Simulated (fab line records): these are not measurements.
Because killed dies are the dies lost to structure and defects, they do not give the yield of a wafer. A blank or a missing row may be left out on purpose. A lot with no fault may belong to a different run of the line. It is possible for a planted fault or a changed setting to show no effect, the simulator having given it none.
Tool commonality check :: flow n5Finfet :: Lots sampled 11, wafers sampled 33

REASON FOR OPENING
2 of 11 lots carry a flag on the reading MIM_BOT_OVL at N5_MIM_BOT_LITHO_OVL_MEAS_11. No-fault wafers: -5 nm, standard deviation 4.8.
Rule: a lot gets a flag if all its wafers with a number sit over 4 standard deviations from that mean, or if no wafer of it has a number. The other lots count as sound.

lot: L566
measured: day 11 19:26
on: overlay-02
MIM_BOT_OVL (nm), wafer by wafer: -3 -16 -8
flag: 

lot: L567
measured: day 12 10:41
on: overlay-01
MIM_BOT_OVL (nm), wafer by wafer: -5 2 0
flag: 

lot: L571
measured: day 13 00:39
on: overlay-01
MIM_BOT_OVL (nm), wafer by wafer: -11 -3 -7
flag: 

lot: L578
measured: day 14 18:29
on: overlay-01
MIM_BOT_OVL (nm), wafer by wafer: -4 5 -9
flag: 

lot: L576
measured: day 14 20:37
on: overlay-01
MIM_BOT_OVL (nm), wafer by wafer: 619 614 619
flag: FLAGGED

lot: L577
measured: day 15 00:52
on: overlay-01
MIM_BOT_OVL (nm), wafer by wafer: 620 621 623
flag: FLAGGED

lot: L579
measured: day 15 11:50
on: overlay-01
MIM_BOT_OVL (nm), wafer by wafer: -8 -1 -4
flag: 

lot: L582
measured: day 15 20:11
on: overlay-02
MIM_BOT_OVL (nm), wafer by wafer: 2 2 -4
flag: 

lot: L583
measured: day 16 06:07
on: overlay-01
MIM_BOT_OVL (nm), wafer by wafer: -8 -9 -2
flag: 

lot: L584
measured: day 16 11:04
on: overlay-01
MIM_BOT_OVL (nm), wafer by wafer: -7 3 -9
flag: 

lot: L589
measured: day 18 09:58
on: overlay-01
MIM_BOT_OVL (nm), wafer by wafer: -12 -6 -9
flag: 
On average the flagged lots read 619 nm, which is +624 nm against the usual, or +99 or more standard deviations.

WHICH TOOL RAN EACH LOT
3 process steps preceding the reading are held in the record, out of 1938 steps in the route. In each cell: the tool, then ch and the chambers that the sampled wafers went through, then the start.
lot: L566
flag: 
N5_MIM_TOP_ALD_02: aldHk-02 ch 0,2, day 11 18:55 or earlier
N5_MIM_TOP_ETCH_PECVD_03: pecvd-03 ch 1,2, day 11 18:55
N5_MIM_BOT_LITHO_EXPOSE_05: krfScanner-01 ch 0, day 11 19:14

lot: L567
flag: 
N5_MIM_TOP_ALD_02: aldHk-03 ch 0,1,3, day 12 10:10 or earlier
N5_MIM_TOP_ETCH_PECVD_03: pecvd-01 ch 0,1, day 12 10:10
N5_MIM_BOT_LITHO_EXPOSE_05: krfScanner-02 ch 0, day 12 10:29

lot: L571
flag: 
N5_MIM_TOP_ALD_02: aldHk-03 ch 2,3, day 13 00:08 or earlier
N5_MIM_TOP_ETCH_PECVD_03: pecvd-02 ch 0,1, day 13 00:08
N5_MIM_BOT_LITHO_EXPOSE_05: krfScanner-02 ch 0, day 13 00:27

lot: L578
flag: 
N5_MIM_TOP_ALD_02: aldHk-01 ch 1,2,3, day 14 18:06 or earlier
N5_MIM_TOP_ETCH_PECVD_03: pecvd-03 ch 0,1,2, day 14 18:06
N5_MIM_BOT_LITHO_EXPOSE_05: krfScanner-01 ch 0, day 14 18:17

lot: L576
flag: FLAGGED
N5_MIM_TOP_ALD_02: aldHk-03 ch 1,3, day 14 20:04 or earlier
N5_MIM_TOP_ETCH_PECVD_03: pecvd-03 ch 1,2, day 14 20:04
N5_MIM_BOT_LITHO_EXPOSE_05: krfScanner-02 ch 0, day 14 20:24

lot: L577
flag: FLAGGED
N5_MIM_TOP_ALD_02: aldHk-03 ch 0,2,3, day 15 00:28 or earlier
N5_MIM_TOP_ETCH_PECVD_03: pecvd-01 ch 1,2, day 15 00:28
N5_MIM_BOT_LITHO_EXPOSE_05: krfScanner-02 ch 0, day 15 00:40

lot: L579
flag: 
N5_MIM_TOP_ALD_02: aldHk-01 ch 0,2, day 15 11:20 or earlier
N5_MIM_TOP_ETCH_PECVD_03: pecvd-03 ch 0,1, day 15 11:20
N5_MIM_BOT_LITHO_EXPOSE_05: krfScanner-01 ch 0, day 15 11:38

lot: L582
flag: 
N5_MIM_TOP_ALD_02: aldHk-02 ch 2,3, day 15 19:40 or earlier
N5_MIM_TOP_ETCH_PECVD_03: pecvd-03 ch 0,2, day 15 19:40
N5_MIM_BOT_LITHO_EXPOSE_05: krfScanner-01 ch 0, day 15 19:58

lot: L583
flag: 
N5_MIM_TOP_ALD_02: aldHk-03 ch 0,1,3, day 16 05:44 or earlier
N5_MIM_TOP_ETCH_PECVD_03: pecvd-02 ch 0,1,2, day 16 05:44
N5_MIM_BOT_LITHO_EXPOSE_05: krfScanner-01 ch 0, day 16 05:55

lot: L584
flag: 
N5_MIM_TOP_ALD_02: aldHk-01 ch 0,1, day 16 10:41 or earlier
N5_MIM_TOP_ETCH_PECVD_03: pecvd-03 ch 0,2, day 16 10:41
N5_MIM_BOT_LITHO_EXPOSE_05: krfScanner-01 ch 0, day 16 10:52

lot: L589
flag: 
N5_MIM_TOP_ALD_02: aldHk-03 ch 0,2,3, day 18 09:34 or earlier
N5_MIM_TOP_ETCH_PECVD_03: pecvd-01 ch 0,2, day 18 09:34
N5_MIM_BOT_LITHO_EXPOSE_05: krfScanner-01 ch 0, day 18 09:45
What the steps here do:
- N5_MIM_TOP_ALD_02: deposits Al2O3, purge time 3 s, co reactant pulse time 3 s.
- N5_MIM_TOP_ETCH_PECVD_03: deposits SiNx from SiH4/NH3/N2, target thk 20 nm, time 17.6 s.
- N5_MIM_BOT_LITHO_EXPOSE_05: exposes mask MIM BOT.
- N5_MIM_BOT_LITHO_OVL_MEAS_11

FLAGGED AGAINST TOTAL, ONE TOOL AT A TIME (gauges that did the reading follow at the end)
step: N5_MIM_TOP_ALD_02
tool: aldHk-01
lots run: 3
flagged: 0
share of the flagged lots: none
sound lots run after its first flagged lot: -

step: N5_MIM_TOP_ALD_02
tool: aldHk-02
lots run: 2
flagged: 0
share of the flagged lots: none
sound lots run after its first flagged lot: -

step: N5_MIM_TOP_ALD_02
tool: aldHk-03
lots run: 6
flagged: 2
share of the flagged lots: all
sound lots run after its first flagged lot: 2 (L583,L589)

step: N5_MIM_TOP_ETCH_PECVD_03
tool: pecvd-01
lots run: 3
flagged: 1
share of the flagged lots: some
sound lots run after its first flagged lot: 1 (L589)

step: N5_MIM_TOP_ETCH_PECVD_03
tool: pecvd-02
lots run: 2
flagged: 0
share of the flagged lots: none
sound lots run after its first flagged lot: -

step: N5_MIM_TOP_ETCH_PECVD_03
tool: pecvd-03
lots run: 6
flagged: 1
share of the flagged lots: some
sound lots run after its first flagged lot: 3 (L579,L582,L584)

step: N5_MIM_BOT_LITHO_EXPOSE_05
tool: krfScanner-01
lots run: 7
flagged: 0
share of the flagged lots: none
sound lots run after its first flagged lot: -

step: N5_MIM_BOT_LITHO_EXPOSE_05
tool: krfScanner-02
lots run: 4
flagged: 2
share of the flagged lots: all
sound lots run after its first flagged lot: 0

step: N5_MIM_BOT_LITHO_OVL_MEAS_11
tool: overlay-01
lots run: 9
flagged: 2
share of the flagged lots: all
sound lots run after its first flagged lot: 4 (L579,L583,L584,L589)

step: N5_MIM_BOT_LITHO_OVL_MEAS_11
tool: overlay-02
lots run: 2
flagged: 0
share of the flagged lots: none
sound lots run after its first flagged lot: -
N5_MIM_TOP_ALD_02 gives no start for some lots, so the hours and the order of its lots are those of N5_MIM_TOP_ETCH_PECVD_03.

WHAT THE TABLE PERMITS
In the table, 3 rows ran each flagged lot (aldHk-03 at N5_MIM_TOP_ALD_02; krfScanner-02 at N5_MIM_BOT_LITHO_EXPOSE_05; overlay-01 at N5_MIM_BOT_LITHO_OVL_MEAS_11).
- aldHk-03 at N5_MIM_TOP_ALD_02: 2 of its 6 lots flagged. Lots that were sound ran on it after the first flagged one (L583, L589); a persistent fault on the entire tool would not allow that.
- krfScanner-02 at N5_MIM_BOT_LITHO_EXPOSE_05: 2 of its 4 lots flagged. Last sound lot L571 at day 13 00:27, first flagged lot L576 at day 14 20:24; a fault beginning in between fits.
- overlay-01 at N5_MIM_BOT_LITHO_OVL_MEAS_11: 2 of its 9 lots flagged. Lots that were sound ran on it after the first flagged one (L579, L583, L584, L589); a persistent fault on the entire tool would not allow that.
krfScanner-02 at N5_MIM_BOT_LITHO_EXPOSE_05 is the single tool remaining.

WHAT THE SIMULATOR PUT IN
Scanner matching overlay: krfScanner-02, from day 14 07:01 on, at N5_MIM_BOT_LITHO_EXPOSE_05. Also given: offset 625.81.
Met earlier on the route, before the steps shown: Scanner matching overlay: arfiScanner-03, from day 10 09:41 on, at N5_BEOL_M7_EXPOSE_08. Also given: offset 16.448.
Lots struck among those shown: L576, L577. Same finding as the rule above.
